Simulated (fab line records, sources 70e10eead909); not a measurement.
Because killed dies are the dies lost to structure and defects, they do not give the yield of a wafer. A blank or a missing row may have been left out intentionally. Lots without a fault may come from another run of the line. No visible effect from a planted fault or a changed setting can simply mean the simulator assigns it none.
fab line records    flow nand-harc    part 1 of 2: steps 1 to 4 of 6
record: lots: 21  wafers: 63  last-day: 32
route steps=1302 shown A_STAIRCASE@808
lots with no fault: from the same line, run without faults
start-h: hours from the record's opening day to when the first of the lot's shown wafers began    wait-h: hours since the lot's step before    " identical to the entry in the row above    L1.1+2: several wafers, shown together as one row    - either no value or no given start    * or withheld: withheld    < > ~ a bound
route shown NAME@n: NAME is a module with steps in the file, n the number in the route of the first one    usual: mean and standard deviation over wafers with no fault    same: alike in all rows    chamber/n: place in a boat    sites: the reading at each site    _std_site: standard deviation across them    _edge_site: the outer-site mean with the inner-site mean subtracted    radius-mm: for every site, how far away it sits from the centre of the wafer    mask NAME#n: copy n    behind: tool/chamber where the wafer was last shaped    hold: cause of the lot's hold/its duration in hours/its outcome    device: which transistor (n, p or np) failed to switch    end of line: tests run on the same wafers once the route is complete    where a step has no rows: the recipe by itself    killed: dies that structure and defects cost at the first sort, which is not the same as the wafer's yield    map: dies across one wafer; x = killed, . = not, _ = none there
set.NAME: the setting as run; set.NAME@STEP: as run at that earlier step    model.NAME: the simulator's own value behind a step, which no gauge read
one table for each step of the route and one row for each wafer, over a sample of lots
services: a tool's chamber out of use, with start hour (start-h, from the record's first day; less than 0 if before it), hours out, and reason
== steps ==
step: NHARC_A_STAIRCASE_ETCH_292
recipe: cf4-flow-sccm: 100  chf3-flow-sccm: 30  ar-flow-sccm: 0  rf-w: 500  bias-w: 200  chemistry: CF4/CHF3
usual: drypump-motor-current-A: 5.7/0.35  oes-product-au: 0.939/0.023  rf-vpp-V: 370.1/2.2  showerhead-plenum-p-Torr: 1.56/0.063  throttle-valve-pct: 16.801/0.0092
lot.wafer  tool         chamber  start-h  wait-h  drypump-motor-current-A  oes-product-au  rf-hours-counter-h  rf-vpp-V  showerhead-plenum-p-Torr  throttle-valve-pct
L074.3     rie-diel-02  0        367.21   0.1     6.0                      0.965           49                  371.1     1.57                      16.805
L074.5     "            2        "        "       5.7                      0.984           -                   368.8     1.49                      16.824
L074.6     "            3        "        "       5.2                      0.975           -                   368.4     1.49                      16.806
L075.2     rie-diel-02  1        390.84   0.1     6.0                      0.932           56                  369.9     1.59                      16.792
L075.1     "            2        "        "       5.6                      0.937           52                  367.2     1.49                      16.807
L075.5     "            1        "        "       6.0                      0.931           -                   370.9     1.59                      16.803
L076.3     rie-diel-12  0        392.53   0.1     5.6                      0.931           39                  371.9     1.59                      16.811
L076.1     "            2        "        "       6.0                      0.926           45                  375.9     1.69                      16.793
L076.6     "            3        "        "       5.1                      0.945           -                   369.7     1.58                      16.819
L078.2     rie-diel-02  2        413.24   0.1     5.6                      0.967           2                   368.0     1.49                      16.785
L078.4     "            3        "        "       5.2                      0.989           4                   367.3     1.49                      16.804
L078.5     "            2        "        "       5.7                      0.964           -                   368.6     1.49                      16.803
L077.1     rie-diel-12  1        413.88   0.1     5.6                      0.964           50                  367.6     1.50                      16.803
L077.6     "            1        "        "       5.6                      0.968           -                   369.1     1.50                      16.792
L077.5     "            2        "        "       6.0                      0.967           -                   374.3     1.69                      16.814
L079.2     rie-diel-09  2        418.67   0.1     5.7                      0.948           34                  372.2     1.63                      16.795
L079.3     "            1        "        "       6.2                      0.933           24                  372.4     1.62                      16.791
L079.5     "            2        "        "       5.7                      0.949           -                   372.3     1.63                      16.807
L080.4     rie-diel-12  3        433.14   0.1     5.1                      0.950           52                  372.1     1.58                      16.784
L080.5     "            1        "        "       5.5                      0.922           -                   369.2     1.50                      16.813
L080.6     "            2        "        "       6.0                      0.920           -                   373.9     1.68                      16.802
L081.1     rie-diel-02  0        453.35   0.1     6.1                      0.964           13                  370.4     1.56                      16.809
L081.3     "            1        "        "       6.0                      0.915           17                  372.6     1.59                      16.789
L081.2     "            3        "        "       5.2                      0.921           17                  367.6     1.48                      16.784
L082.4     rie-diel-02  2        457.03   0.2     5.7                      0.934           16                  368.1     1.48                      16.791
L082.5     "            3        "        "       5.3                      0.929           -                   367.0     1.48                      16.782
L082.6     "            0        "        "       6.0                      0.962           -                   369.0     1.56                      16.816
L084.2     rie-diel-02  1        478.63   0.1     6.0                      0.937           28                  369.8     1.58                      16.822
L084.3     "            3        "        "       5.2                      0.938           24                  368.1     1.48                      16.807
L084.6     "            2        "        "       5.7                      0.926           -                   368.7     1.48                      16.797
L085.4     rie-diel-02  3        485.27   0.1     5.2                      0.923           26                  367.7     1.48                      16.785
L085.1     "            1        "        "       6.0                      0.934           29                  370.5     1.58                      16.796
L085.6     "            3        "        "       5.2                      0.931           -                   368.3     1.48                      16.795
L086.2     rie-diel-02  2        496.99   0.1     5.7                      0.926           27                  366.4     1.48                      16.809
L086.1     "            3        "        "       5.2                      0.921           28                  367.5     1.48                      16.803
L086.6     "            0        "        "       6.0                      0.921           -                   370.8     1.56                      16.793
L088.1     rie-diel-12  3        514.72   0.1     5.1                      0.932           24                  370.2     1.57                      16.791
L088.2     "            1        "        "       5.5                      0.922           23                  368.2     1.49                      16.804
L088.4     "            2        "        "       6.0                      0.910           25                  374.5     1.68                      16.795
L087.1     rie-diel-12  3        518.81   0.1     5.1                      0.934           25                  370.9     1.57                      16.812
L087.3     "            0        "        "       5.6                      0.921           25                  372.7     1.58                      16.803
L087.4     "            1        "        "       5.5                      0.920           23                  367.1     1.49                      16.779
L091.1     rie-diel-12  1        529.37   0.5     5.5                      0.931           26                  366.5     1.49                      16.804
L091.4     "            0        "        "       5.6                      0.938           27                  371.8     1.58                      16.790
L091.6     "            1        "        "       5.6                      0.923           -                   367.2     1.49                      16.792
L089.3     rie-diel-09  2        533.73   0.1     5.7                      0.920           9                   371.1     1.62                      16.788
L089.2     "            3        "        "       5.9                      0.945           7                   366.1     1.49                      16.808
L089.6     "            1        "        "       6.2                      0.935           -                   372.5     1.61                      16.811
L090.3     rie-diel-12  3        540.72   0.1     5.1                      0.981           31                  370.4     1.57                      16.805
L090.6     "            3        "        "       5.1                      0.977           -                   369.8     1.57                      16.801
L090.5     "            0        "        "       5.6                      0.992           -                   370.7     1.58                      16.807
L093.4     rie-diel-02  3        559.67   0.1     5.2                      0.999           53                  368.5     1.47                      16.809
L093.1     "            1        "        "       6.0                      0.956           53                  372.3     1.58                      16.794
L093.5     "            3        "        "       5.2                      1.004           -                   367.3     1.47                      16.815
L094.3     rie-diel-12  0        574.71   0.1     5.6                      0.923           44                  371.7     1.58                      16.800
L094.1     "            3        "        "       5.1                      0.933           44                  369.0     1.57                      16.785
L094.5     "            1        "        "       5.5                      0.927           -                   367.6     1.49                      16.808
L095.2     rie-diel-12  0        586.27   0.1     5.5                      0.930           48                  370.5     1.58                      16.801
L095.4     "            1        "        "       5.5                      0.930           49                  367.5     1.48                      16.796
L095.5     "            0        "        "       5.5                      0.927           -                   370.2     1.58                      16.804
L096.4     rie-diel-02  0        587.99   0.1     6.1                      0.961           1                   370.4     1.55                      16.791
L096.1     "            2        "        "       5.7                      0.975           1                   367.8     1.47                      16.795
L096.5     "            3        "        "       5.2                      0.997           -                   367.5     1.47                      16.795
step: NHARC_A_STAIRCASE_ETCH_452
recipe: target-depth-a: 300  overetch-a: 30  time-s: 16.5  ion-energy-ev: 100  cf4-flow-sccm: 80  o2-flow-sccm: 20  ar-flow-sccm: 0  rf-w: 300  bias-w: 100  chemistry: CF4/O2
usual: drypump-motor-current-A: 5.7/0.35  oes-product-au: 1.003/0.011  rf-vpp-V: 197.6/1.4  showerhead-plenum-p-Torr: 1.32/0.053  throttle-valve-pct: 13.397/0.0084
lot.wafer  tool         chamber  start-h  wait-h  drypump-motor-current-A  oes-product-au  rf-hours-counter-h  rf-vpp-V  showerhead-plenum-p-Torr  throttle-valve-pct
L074.3     rie-diel-02  1        -        -       6.0                      1.007           48                  198.2     1.35                      13.398
L074.5     "            0        "        "       6.1                      0.988           -                   199.4     1.33                      13.401
L074.6     "            1        "        "       6.0                      1.015           -                   198.8     1.35                      13.400
L075.1     rie-diel-02  1        -        -       6.0                      1.024           56                  199.1     1.35                      13.395
L075.2     "            3        "        "       5.2                      1.014           53                  195.6     1.26                      13.394
L075.5     "            0        "        "       6.1                      0.996           -                   197.8     1.33                      13.398
L076.3     rie-diel-12  0        -        -       5.6                      0.994           39                  199.4     1.35                      13.404
L076.1     "            2        "        "       6.0                      0.993           45                  200.3     1.44                      13.404
L076.6     "            0        "        "       5.6                      1.008           -                   197.4     1.35                      13.399
L078.4     rie-diel-02  2        -        -       5.7                      0.995           2                   196.3     1.26                      13.388
L078.2     "            3        "        "       5.2                      1.011           4                   195.6     1.26                      13.384
L078.5     "            1        "        "       6.0                      1.004           -                   199.0     1.35                      13.404
L077.1     rie-diel-12  2        -        -       6.0                      1.000           52                  199.9     1.43                      13.396
L077.6     "            0        "        "       5.5                      1.011           -                   199.1     1.35                      13.387
L077.5     "            1        "        "       5.6                      0.993           -                   196.9     1.27                      13.391
L079.3     rie-diel-09  0        -        -       5.2                      1.009           29                  197.1     1.32                      13.386
L079.2     "            3        "        "       5.9                      0.994           32                  197.0     1.27                      13.400
L079.5     "            0        "        "       5.2                      0.999           -                   197.9     1.32                      13.391
L080.4     rie-diel-12  3        -        -       5.1                      1.029           52                  199.0     1.34                      13.408
L080.6     "            3        "        "       5.1                      1.021           -                   198.3     1.34                      13.398
L080.5     "            0        "        "       5.6                      1.002           -                   198.6     1.35                      13.389
L081.3     rie-diel-02  0        -        -       6.1                      0.993           13                  197.0     1.33                      13.408
L081.2     "            1        "        "       6.0                      0.987           18                  198.4     1.35                      13.381
L081.1     "            2        "        "       5.7                      0.997           15                  195.2     1.26                      13.403
L082.4     rie-diel-02  3        -        -       5.2                      1.016           18                  195.6     1.25                      13.417
L082.5     "            1        "        "       6.0                      1.000           -                   198.2     1.35                      13.397
L082.6     "            2        "        "       5.7                      1.007           -                   195.7     1.26                      13.397
L084.2     rie-diel-02  0        -        -       6.1                      1.000           22                  197.2     1.33                      13.385
L084.3     "            1        "        "       6.1                      1.004           28                  198.4     1.34                      13.397
L084.6     "            2        "        "       5.6                      0.990           -                   195.6     1.25                      13.387
L085.4     rie-diel-02  0        -        -       6.1                      1.006           23                  196.4     1.32                      13.389
L085.1     "            2        "        "       5.7                      1.008           25                  196.0     1.25                      13.410
L085.6     "            0        "        "       6.1                      1.009           -                   199.1     1.32                      13.399
L086.1     rie-diel-02  3        -        -       5.2                      1.003           28                  195.5     1.25                      13.410
L086.2     "            0        "        "       6.1                      1.005           25                  197.3     1.32                      13.397
L086.6     "            3        "        "       5.3                      1.004           -                   197.9     1.25                      13.412
L088.2     rie-diel-12  2        -        -       6.0                      0.982           25                  199.5     1.42                      13.394
L088.1     "            3        "        "       5.1                      1.002           24                  198.9     1.34                      13.380
L088.4     "            0        "        "       5.6                      0.989           24                  198.2     1.34                      13.390
L087.4     rie-diel-12  1        -        -       5.5                      0.995           24                  196.9     1.26                      13.404
L087.3     "            2        "        "       6.0                      0.987           26                  198.7     1.42                      13.382
L087.1     "            3        "        "       5.1                      1.014           25                  198.5     1.34                      13.384
L091.1     rie-diel-12  3        -        -       5.1                      1.011           28                  198.8     1.34                      13.407
L091.4     "            2        "        "       6.0                      0.979           29                  199.0     1.42                      13.398
L091.6     "            3        "        "       5.1                      1.009           -                   198.8     1.34                      13.413
L089.3     rie-diel-09  1        -        -       6.1                      1.024           9                   200.6     1.37                      13.401
L089.2     "            3        "        "       5.8                      1.012           8                   197.2     1.26                      13.399
L089.6     "            2        "        "       5.7                      0.998           -                   198.5     1.38                      13.405
L090.3     rie-diel-12  3        -        -       5.0                      1.001           32                  197.9     1.34                      13.403
L090.6     "            1        "        "       5.6                      1.004           -                   195.2     1.26                      13.411
L090.5     "            2        "        "       6.0                      0.977           -                   198.5     1.42                      13.397
L093.4     rie-diel-02  3        -        -       5.2                      1.027           53                  195.6     1.25                      13.394
L093.1     "            2        "        "       5.7                      1.011           47                  196.0     1.25                      13.383
L093.5     "            0        "        "       6.1                      1.006           -                   198.0     1.32                      13.404
L094.1     rie-diel-12  1        -        -       5.6                      1.001           41                  196.2     1.26                      13.395
L094.3     "            0        "        "       5.6                      1.005           44                  196.5     1.34                      13.392
L094.5     "            2        "        "       6.0                      0.986           -                   199.6     1.42                      13.394
L095.4     rie-diel-12  0        -        -       5.6                      1.010           49                  197.5     1.34                      13.399
L095.2     "            1        "        "       5.6                      1.006           49                  196.0     1.26                      13.396
L095.5     "            0        "        "       5.6                      1.007           -                   198.5     1.34                      13.409
L096.4     rie-diel-02  1        -        -       6.0                      1.012           2                   197.1     1.34                      13.411
L096.1     "            3        "        "       5.2                      1.017           1                   195.3     1.25                      13.405
L096.5     "            1        "        "       6.0                      1.016           -                   197.2     1.34                      13.405
step: NHARC_A_STAIRCASE_STRIP_295
recipe: o2-flow-sccm: 500  ar-flow-sccm: 0  bias-w: 0  chemistry: O2
usual: drypump-motor-current-A: 5.7/0.35  oes-product-au: 1.003/0.012  rf-vpp-V: 57.8/0.8  showerhead-plenum-p-Torr: 3.49/0.14  throttle-valve-pct: 17.036/0.0087
lot.wafer  tool         chamber  start-h  wait-h  drypump-motor-current-A  oes-product-au  rf-hours-counter-h  rf-vpp-V  showerhead-plenum-p-Torr  throttle-valve-pct
L074.3     rie-diel-02  2        -        -       5.7                      1.011           46                  55.8      3.34                      17.030
L074.6     "            1        "        "       6.0                      1.002           -                   57.8      3.57                      17.040
L074.5     "            2        "        "       5.7                      1.018           -                   56.6      3.34                      17.023
L075.2     rie-diel-02  3        -        -       5.2                      1.015           53                  58.7      3.34                      17.036
L075.1     "            1        "        "       6.0                      1.026           56                  57.4      3.57                      17.043
L075.5     "            3        "        "       5.2                      1.017           -                   56.6      3.34                      17.044
L076.1     rie-diel-12  0        -        -       5.6                      1.002           39                  58.3      3.57                      17.036
L076.3     "            1        "        "       5.6                      1.001           42                  57.2      3.36                      17.034
L076.6     "            2        "        "       6.0                      0.984           -                   58.4      3.78                      17.028
L078.2     rie-diel-02  2        -        -       5.7                      0.983           3                   56.8      3.33                      17.029
L078.4     "            0        "        "       6.1                      1.006           4                   59.1      3.51                      17.027
L078.5     "            3        "        "       5.2                      1.002           -                   56.8      3.33                      17.023
L077.1     rie-diel-12  0        -        -       5.6                      1.023           47                  57.2      3.57                      17.038
L077.6     "            0        "        "       5.6                      1.013           -                   58.0      3.57                      17.037
L077.5     "            1        "        "       5.6                      0.994           -                   57.3      3.36                      17.039
L079.2     rie-diel-09  2        -        -       5.7                      1.021           35                  58.7      3.65                      17.038
L079.3     "            3        "        "       5.9                      0.993           33                  57.9      3.35                      17.031
L079.5     "            1        "        "       6.2                      1.001           -                   57.4      3.63                      17.025
L080.4     rie-diel-12  2        -        -       6.0                      0.974           -                   57.9      3.77                      17.027
L080.6     "            3        "        "       5.1                      1.017           -                   56.7      3.55                      17.029
L080.5     "            0        "        "       5.6                      0.998           -                   56.9      3.56                      17.040
L081.1     rie-diel-02  1        -        -       6.0                      0.992           18                  58.3      3.56                      17.026
L081.3     "            2        "        "       5.7                      0.993           16                  56.9      3.33                      17.039
L081.2     "            0        "        "       6.1                      1.001           14                  57.7      3.51                      17.037
L082.4     rie-diel-02  1        -        -       6.0                      1.001           19                  57.8      3.55                      17.017
L082.5     "            0        "        "       6.1                      1.021           -                   58.6      3.51                      17.036
L082.6     "            1        "        "       6.0                      1.008           -                   58.0      3.56                      17.048
L084.2     rie-diel-02  2        -        -       5.7                      0.999           24                  56.4      3.32                      17.033
L084.3     "            3        "        "       5.2                      1.004           25                  57.5      3.32                      17.034
L084.6     "            2        "        "       5.7                      0.998           -                   58.2      3.32                      17.038
L085.4     rie-diel-02  3        -        -       5.3                      1.003           26                  58.9      3.32                      17.038
L085.1     "            1        "        "       6.0                      0.999           29                  57.9      3.55                      17.046
L085.6     "            2        "        "       5.7                      1.003           -                   56.7      3.32                      17.042
L086.1     rie-diel-02  3        -        -       5.3                      0.999           28                  58.5      3.32                      17.026
L086.2     "            2        "        "       5.7                      0.996           27                  56.9      3.32                      17.037
L086.6     "            3        "        "       5.2                      1.004           -                   57.1      3.32                      17.034
L088.1     rie-diel-12  0        -        -       5.6                      1.000           25                  56.3      3.55                      17.034
L088.2     "            1        "        "       5.5                      0.994           23                  57.1      3.34                      17.045
L088.4     "            3        "        "       5.1                      1.001           25                  58.0      3.53                      17.031
L087.1     rie-diel-12  0        -        -       5.6                      1.005           25                  57.4      3.55                      17.033
L087.4     "            1        "        "       5.6                      0.999           24                  57.3      3.34                      17.026
L087.3     "            3        "        "       5.1                      1.017           26                  57.4      3.53                      17.034
L091.4     rie-diel-12  0        -        -       5.6                      1.017           28                  58.6      3.54                      17.028
L091.1     "            2        "        "       6.0                      0.986           29                  56.8      3.75                      17.045
L091.6     "            0        "        "       5.6                      1.023           -                   57.5      3.55                      17.031
L089.3     rie-diel-09  2        -        -       5.7                      0.997           10                  57.4      3.63                      17.032
L089.2     "            3        "        "       5.9                      1.018           8                   58.2      3.34                      17.050
L089.6     "            0        "        "       5.2                      0.999           -                   58.5      3.47                      17.029
L090.3     rie-diel-12  0        -        -       5.6                      1.003           31                  57.5      3.54                      17.027
L090.6     "            3        "        "       5.1                      1.003           -                   58.2      3.53                      17.046
L090.5     "            0        "        "       5.6                      1.006           -                   56.2      3.54                      17.025
L093.1     rie-diel-02  1        -        -       6.0                      0.987           53                  58.7      3.54                      17.047
L093.4     "            3        "        "       5.2                      1.031           53                  58.3      3.31                      17.031
L093.5     "            0        "        "       6.1                      1.010           -                   57.4      3.49                      17.055
L094.3     rie-diel-12  0        -        -       5.6                      0.995           45                  57.3      3.54                      17.036
L094.1     "            1        "        "       5.6                      0.988           41                  59.0      3.33                      17.041
L094.5     "            0        "        "       5.6                      0.998           -                   60.0      3.54                      17.033
L095.2     rie-diel-12  3        -        -       5.1                      1.016           50                  57.9      3.52                      17.049
L095.4     "            1        "        "       5.6                      1.003           50                  57.3      3.33                      17.031
L095.5     "            2        "        "       6.0                      0.979           -                   58.3      3.74                      17.024
L096.1     rie-diel-02  3        -        -       5.2                      1.020           2                   58.2      3.30                      17.039
L096.4     "            1        "        "       6.0                      1.005           2                   59.1      3.53                      17.042
L096.5     "            2        "        "       5.7                      0.990           -                   57.6      3.31                      17.040
step: NHARC_A_STAIRCASE_HM_OPEN_463
recipe: o2-flow-sccm: 400  cos-flow-sccm: 20  ar-flow-sccm: 0  rf-w: 500  bias-w: 300  chemistry: O2/COS
usual: drypump-motor-current-A: 5.7/0.35  oes-product-au: 1.004/0.011  rf-vpp-V: 466.5/2.7  showerhead-plenum-p-Torr: 3.09/0.13  throttle-valve-pct: 28.328/0.0094
lot.wafer  tool         chamber  start-h  wait-h  drypump-motor-current-A  oes-product-au  rf-hours-counter-h  rf-vpp-V  showerhead-plenum-p-Torr  throttle-valve-pct
L074.3     rie-diel-12  1        -        -       5.6                      0.991           35                  463.3     2.98                      28.318
L074.5     "            2        "        "       6.0                      0.989           -                   473.8     3.35                      28.325
L074.6     "            3        "        "       5.1                      1.009           -                   468.2     3.15                      28.325
L075.1     rie-diel-12  2        -        -       6.0                      0.991           46                  471.5     3.35                      28.323
L075.2     "            3        "        "       5.1                      1.010           42                  467.8     3.14                      28.339
L075.5     "            2        "        "       6.0                      0.992           -                   471.5     3.35                      28.328
L076.3     rie-diel-12  1        -        -       5.6                      0.980           45                  465.5     2.97                      28.333
L076.1     "            2        "        "       6.0                      0.980           47                  471.1     3.35                      28.334
L076.6     "            1        "        "       5.5                      0.990           -                   465.3     2.97                      28.322
L078.4     rie-diel-09  1        -        -       6.2                      1.002           24                  469.1     3.21                      28.308
L078.2     "            0        "        "       5.2                      1.002           29                  467.6     3.09                      28.328
L078.5     "            2        "        "       5.7                      1.020           -                   471.4     3.23                      28.302
L077.1     rie-diel-09  0        -        -       5.2                      1.009           30                  465.1     3.09                      28.327
L077.5     "            3        "        "       5.9                      1.009           -                   464.4     2.97                      28.329
L077.6     "            0        "        "       5.2                      1.003           -                   467.1     3.09                      28.350
L079.2     rie-diel-12  2        -        -       6.0                      0.990           57                  472.3     3.34                      28.327
L079.3     "            3        "        "       5.1                      1.021           50                  467.8     3.14                      28.309
L079.5     "            1        "        "       5.6                      1.000           -                   463.8     2.97                      28.334
L080.4     rie-diel-09  0        -        -       5.2                      1.000           38                  467.7     3.08                      28.327
L080.6     "            1        "        "       6.2                      0.996           -                   468.5     3.21                      28.333
L080.5     "            2        "        "       5.7                      1.027           -                   468.5     3.23                      28.324
L081.2     rie-diel-12  2        -        -       6.0                      0.981           2                   470.9     3.34                      28.345
L081.3     "            3        "        "       5.1                      1.020           2                   468.4     3.14                      28.326
L081.1     "            1        "        "       5.5                      1.005           2                   464.7     2.96                      28.341
L082.4     rie-diel-09  2        -        -       5.7                      1.016           47                  470.0     3.23                      28.322
L082.5     "            0        "        "       5.3                      0.998           -                   465.1     3.08                      28.307
L082.6     "            1        "        "       6.2                      1.005           -                   468.0     3.21                      28.334
L084.2     rie-diel-09  2        -        -       5.7                      1.026           53                  470.0     3.22                      28.332
L084.3     "            1        "        "       6.2                      1.013           45                  467.4     3.20                      28.329
L084.6     "            3        "        "       5.9                      1.027           -                   463.8     2.96                      28.311
L085.1     rie-diel-02  1        -        -       6.0                      1.017           31                  466.9     3.14                      28.319
L085.4     "            3        "        "       5.3                      1.000           27                  463.5     2.94                      28.325
L085.6     "            0        "        "       6.1                      0.997           -                   467.1     3.10                      28.332
L086.2     rie-diel-02  2        -        -       5.7                      1.009           28                  463.8     2.94                      28.335
L086.1     "            0        "        "       6.1                      1.002           27                  466.8     3.10                      28.327
L086.6     "            2        "        "       5.7                      0.996           -                   463.4     2.93                      28.328
L088.2     rie-diel-02  2        -        -       5.7                      1.005           35                  464.6     2.93                      28.327
L088.4     "            3        "        "       5.3                      1.010           37                  463.0     2.93                      28.327
L088.1     "            0        "        "       6.1                      1.003           35                  465.8     3.09                      28.330
L087.3     rie-diel-02  2        -        -       5.7                      1.006           36                  463.4     2.93                      28.320
L087.4     "            3        "        "       5.2                      1.007           38                  463.2     2.93                      28.330
L087.1     "            0        "        "       6.1                      0.993           37                  465.3     3.09                      28.330
L091.1     rie-diel-02  2        -        -       5.7                      1.002           40                  461.8     2.93                      28.345
L091.4     "            0        "        "       6.1                      0.995           43                  467.1     3.09                      28.330
L091.6     "            3        "        "       5.2                      1.019           -                   462.1     2.93                      28.315
L089.3     rie-diel-12  1        -        -       5.6                      1.005           30                  463.9     2.95                      28.326
L089.2     "            2        "        "       6.0                      0.996           33                  470.1     3.32                      28.336
L089.6     "            2        "        "       6.0                      0.980           -                   471.6     3.32                      28.326
L090.3     rie-diel-02  0        -        -       6.1                      0.990           49                  467.1     3.09                      28.343
L090.6     "            0        "        "       6.1                      1.002           -                   466.3     3.09                      28.328
L090.5     "            1        "        "       6.0                      1.001           -                   465.6     3.13                      28.319
L093.4     rie-diel-09  1        -        -       6.2                      1.014           19                  467.0     3.19                      28.347
L093.1     "            0        "        "       5.2                      0.988           23                  467.0     3.06                      28.322
L093.5     "            1        "        "       6.2                      1.008           -                   469.5     3.19                      28.331
L094.1     rie-diel-02  1        -        -       6.0                      1.010           0                   466.3     3.13                      28.330
L094.3     "            2        "        "       5.7                      1.000           0                   463.2     2.92                      28.322
L094.5     "            2        "        "       5.7                      0.995           -                   462.6     2.92                      28.325
L095.2     rie-diel-09  1        -        -       6.2                      0.998           24                  468.7     3.19                      28.323
L095.4     "            2        "        "       5.7                      0.996           23                  469.3     3.21                      28.317
L095.5     "            3        "        "       5.9                      0.995           -                   464.0     2.94                      28.332
L096.1     rie-diel-09  3        -        -       5.9                      1.002           23                  462.2     2.94                      28.339
L096.4     "            0        "        "       5.3                      1.005           27                  465.9     3.06                      28.333
L096.5     "            0        "        "       5.2                      1.013           -                   466.3     3.06                      28.306
